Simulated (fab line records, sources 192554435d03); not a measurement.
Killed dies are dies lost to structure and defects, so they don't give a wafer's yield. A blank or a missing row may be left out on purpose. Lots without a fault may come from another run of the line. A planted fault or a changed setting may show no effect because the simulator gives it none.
One fault seen from 3 desks | flow n5_finfet | each desk has only its own numbers; what lay behind them comes last

THE TOOL OWNER'S DESK: rie_diel-04
The tool's own readings at N5_BEOL_M14_ETCH_59 (etches BARC in N2/H2, target depth 89 nm, overetch 26.7 nm, time 67.9 s): means of the sampled wafers that have a number, for each lot that ran on this tool. A lot is out of limits, marked OUT, if its mean lies more than 4 standard deviations from the usual mean; the brackets give that distance.
Columns: A = drypump_motor_current_A at N5_BEOL_M14_ETCH_59, usual 6.0 A; B = oes_product_au at N5_BEOL_M14_ETCH_59, usual 0.69 a.u.; C = rf_vpp_V at N5_BEOL_M14_ETCH_59, usual 524.7 V; D = run_length_s at N5_BEOL_M14_ETCH_59, usual 91.2 s; E = showerhead_plenum_p_Torr at N5_BEOL_M14_ETCH_59, usual 2.57 Torr; F = throttle_valve_pct at N5_BEOL_M14_ETCH_59, usual 17.80 %
lot  | first seen here | A   | B    | C     | D               | E    | F
L644 | day 13 22:00    | 5.8 | 0.75 | 527.5 | 91.4            | 2.67 | 17.38
L652 | day 16 07:02    | 5.8 | 0.73 | 526.5 | 89.2 (-4.3) OUT | 2.65 | 17.75
L655 | day 17 10:04    | 5.8 | 0.71 | 526.5 | 90.6            | 2.65 | 17.76
This desk's finding: out of limits on L652; first on L652, day 16 07:02 (run_length_s at N5_BEOL_M14_ETCH_59). In limits: L644, L655.

THE DEFECT DESK
What the inspections along the route counted, lot by lot: means of the sampled wafers that have a number. A lot is out of limits, marked OUT, if its mean lies more than 4 standard deviations from the usual mean; the brackets give that distance.
Columns: A = raw_defect_count at N5_BEOL_M14_INSPECT_12, usual 2.0
lot  | first seen here | A
L638 | day 12 14:41    | 2.3
L642 | day 13 17:14    | 2.3
L644 | day 13 21:37    | 3.3
L652 | day 16 06:43    | 1.7
L655 | day 17 09:58    | 3.3
L657 | day 17 12:58    | 1.7
This desk's finding: nothing out of limits on any of the 6 lots.

THE METROLOGY DESK
What the gauges read, lot by lot, whatever tool the lot ran on: means of the sampled wafers that have a number. A lot is out of limits, marked OUT, if its mean lies more than 4 standard deviations from the usual mean; the brackets give that distance.
Columns: A = cd_nm at N5_BEOL_M14_CD_MEAS_10, usual 249.1 nm; B = V13_OVL at N5_BEOL_M14_OVL_MEAS_11, usual -3 nm
lot  | first seen here | A     | B
L638 | day 12 14:38    | 250.5 | -1
L642 | day 13 17:11    | 248.1 | 2
L644 | day 13 21:33    | 250.2 | -2
L652 | day 16 06:40    | 248.5 | -7
L655 | day 17 09:54    | 249.9 | 5
L657 | day 17 12:55    | 249.8 | 2
This desk's finding: nothing out of limits on any of the 6 lots.

PUT TOGETHER
The tool owner's desk could have raised an alarm at day 16 07:02, on L652.
The defect desk saw nothing out of limits.
The metrology desk saw nothing out of limits.
The defect desk has L652 on record, within its limits.
The metrology desk has L652 on record, within its limits.
Of the lots named, all ran N5_BEOL_M14_ETCH_59 on rie_diel-04.

WHAT THE SIMULATOR HAD PUT IN
Process parameter drift: rie_diel-04, from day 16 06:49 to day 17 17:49, at N5_BEOL_M14_ETCH_59. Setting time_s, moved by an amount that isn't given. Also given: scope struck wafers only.
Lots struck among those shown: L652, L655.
Hours from the fault's start to each desk's first reading out of limits: the tool owner's desk, 0.
